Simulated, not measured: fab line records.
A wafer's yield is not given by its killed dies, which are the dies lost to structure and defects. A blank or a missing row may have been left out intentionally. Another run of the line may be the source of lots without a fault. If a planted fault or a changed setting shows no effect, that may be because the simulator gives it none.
Matching of chambers / flow nandHarc / NHARC_A_STAIRCASE_ETCH_444 on rieDiel-05: 4 sister chambers
The step etches the open film in C4F8/O2, target depth 10200 nm, time 3400 s. 24 wafers are shown with their chamber, then 12 later ones without.

WAFERS, EACH WITH ITS CHAMBER
wafer=L077.3; chamber=0; oesProductAu (a.u.)=0.935; rfVppV (V)=807
wafer=L077.4; chamber=2; oesProductAu (a.u.)=0.917; rfVppV (V)=801
wafer=L077.6; chamber=1; oesProductAu (a.u.)=0.919; rfVppV (V)=806
wafer=L078.2; chamber=2; oesProductAu (a.u.)=0.904; rfVppV (V)=802
wafer=L078.3; chamber=0; oesProductAu (a.u.)=0.926; rfVppV (V)=805
wafer=L078.5; chamber=3; oesProductAu (a.u.)=0.938; rfVppV (V)=799
wafer=L081.1; chamber=0; oesProductAu (a.u.)=0.928; rfVppV (V)=806
wafer=L081.2; chamber=2; oesProductAu (a.u.)=0.914; rfVppV (V)=801
wafer=L081.4; chamber=3; oesProductAu (a.u.)=0.947; rfVppV (V)=798
wafer=L081.3; chamber=1; oesProductAu (a.u.)=0.930; rfVppV (V)=805
wafer=L081.5; chamber=0; oesProductAu (a.u.)=0.923; rfVppV (V)=806
wafer=L081.6; chamber=1; oesProductAu (a.u.)=0.931; rfVppV (V)=806
wafer=L087.2; chamber=3; oesProductAu (a.u.)=0.941; rfVppV (V)=816
wafer=L087.4; chamber=3; oesProductAu (a.u.)=0.937; rfVppV (V)=815
wafer=L087.5; chamber=1; oesProductAu (a.u.)=0.962; rfVppV (V)=804
wafer=L088.2; chamber=0; oesProductAu (a.u.)=0.936; rfVppV (V)=804
wafer=L088.3; chamber=3; oesProductAu (a.u.)=0.932; rfVppV (V)=815
wafer=L088.6; chamber=3; oesProductAu (a.u.)=0.937; rfVppV (V)=813
wafer=L089.1; chamber=1; oesProductAu (a.u.)=0.933; rfVppV (V)=804
wafer=L089.2; chamber=2; oesProductAu (a.u.)=0.901; rfVppV (V)=802
wafer=L089.5; chamber=3; oesProductAu (a.u.)=0.937; rfVppV (V)=816
wafer=L089.3; chamber=3; oesProductAu (a.u.)=0.933; rfVppV (V)=814
wafer=L089.4; chamber=0; oesProductAu (a.u.)=0.941; rfVppV (V)=804
wafer=L089.6; chamber=2; oesProductAu (a.u.)=0.902; rfVppV (V)=801

SIGNATURES (averages over the wafers above)
reading=oesProductAu; chamber 0=0.93150; chamber 1=0.93500; chamber 2=0.90760; chamber 3=0.93775; scatter within a chamber=0.00905
reading=rfVppV; chamber 0=805.33; chamber 1=805.00; chamber 2=801.40; chamber 3=810.75; scatter within a chamber=4.58
Rule: for a wafer and a chamber, the distance is found by dividing, reading by reading, the gap between the wafer's reading and the chamber's mean by the reading's scatter, squaring, summing and taking the root. If the next closest chamber is less than 2 further off than the closest, the wafer can't be placed; otherwise it belongs to the closest. How the scatter is found: for the shown wafers, subtract from each reading the mean of its chamber, square and add these, divide the total by (wafers less chambers), then take the root.

WAFERS WITH NO CHAMBER GIVEN
wafer=L092.2; oesProductAu (a.u.)=0.901; rfVppV (V)=801
wafer=L092.5; oesProductAu (a.u.)=0.922; rfVppV (V)=816
wafer=L092.6; oesProductAu (a.u.)=0.899; rfVppV (V)=802
wafer=L092.1; oesProductAu (a.u.)=0.941; rfVppV (V)=805
wafer=L092.3; oesProductAu (a.u.)=0.942; rfVppV (V)=805
wafer=L092.4; oesProductAu (a.u.)=0.930; rfVppV (V)=816
wafer=L097.1; oesProductAu (a.u.)=0.926; rfVppV (V)=815
wafer=L097.3; oesProductAu (a.u.)=0.915; rfVppV (V)=800
wafer=L097.5; oesProductAu (a.u.)=0.918; rfVppV (V)=801
wafer=L097.2; oesProductAu (a.u.)=0.940; rfVppV (V)=805
wafer=L097.4; oesProductAu (a.u.)=0.932; rfVppV (V)=804
wafer=L097.6; oesProductAu (a.u.)=0.928; rfVppV (V)=816

WHICH CHAMBER EACH WENT THROUGH
wafer=L092.2; from the rows above=2; in truth=2
wafer=L092.5; from the rows above=can't be placed: 3 or 0 or 1 or 2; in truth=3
wafer=L092.6; from the rows above=2; in truth=2
wafer=L092.1; from the rows above=can't be placed: 1 or 0 or 3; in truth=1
wafer=L092.3; from the rows above=can't be placed: 1 or 0 or 3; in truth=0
wafer=L092.4; from the rows above=can't be placed: 3 or 0 or 1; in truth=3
wafer=L097.1; from the rows above=can't be placed: 3 or 0 or 1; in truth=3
wafer=L097.3; from the rows above=can't be placed: 2 or 0 or 1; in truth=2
wafer=L097.5; from the rows above=can't be placed: 2 or 0 or 1 or 3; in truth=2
wafer=L097.2; from the rows above=can't be placed: 1 or 0 or 3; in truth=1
wafer=L097.4; from the rows above=can't be placed: 0 or 1 or 3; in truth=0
wafer=L097.6; from the rows above=can't be placed: 3 or 0 or 1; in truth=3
Correctly placed: 2 of 12. Unplaceable from these rows: 10, with the true chamber sitting among the candidates in 10. Wrongly placed: 0.
